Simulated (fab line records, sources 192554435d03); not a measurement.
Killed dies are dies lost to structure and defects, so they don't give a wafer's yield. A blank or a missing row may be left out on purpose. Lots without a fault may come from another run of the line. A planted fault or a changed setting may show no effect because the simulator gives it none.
Chamber matching | flow n5_finfet | N5_BEOL_M10_CMP_52 on cmp-03: 4 sister chambers
The step polishes, stops on SiCOH lowk, t overpolish 7 s, target thk 140 nm. 4 wafers are shown with their chamber, then 7 later ones without.

WAFERS WITH THEIR CHAMBER
wafer  | chamber | motor_current_A (A)
L081.5 | 2       | 6.7
L089.6 | 0       | 6.3
L090.3 | 1       | 5.8
L090.4 | 3       | 6.6

WAFERS WITHOUT THEIR CHAMBER
wafer  | motor_current_A (A)
L090.6 | 5.8
L095.3 | 6.1
L095.5 | 5.9
L095.6 | 6.3
L096.1 | 6.6
L096.4 | 6.3
L096.5 | 6.3

WHICH CHAMBER EACH WENT THROUGH
wafer  | from the rows above     | in truth
L090.6 | 1                       | 1
L095.3 | can't be placed: 0 or 1 | 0
L095.5 | 1                       | 1
L095.6 | 0                       | 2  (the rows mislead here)
L096.1 | can't be placed: 3 or 2 | 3
L096.4 | 0                       | 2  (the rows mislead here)
L096.5 | 0                       | 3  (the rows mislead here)
Placed correctly: 2 of 7. Can't be placed from these rows: 2 (the true chamber is among the candidates in 2). Placed wrongly: 3.
How it was worked out, from the rows above alone: a wafer's distance from a chamber is the root of the sum, over the readings, of the square of ((its reading less the chamber's mean) divided by the reading's scatter). The wafer belongs to the nearest chamber; if the next one is less than 2 further off, it can't be placed. A chamber's mean is the mean of its shown wafers. The scatter: with one shown wafer a chamber, the root of the mean of the squares of how far each hidden wafer lies from its nearest shown one.
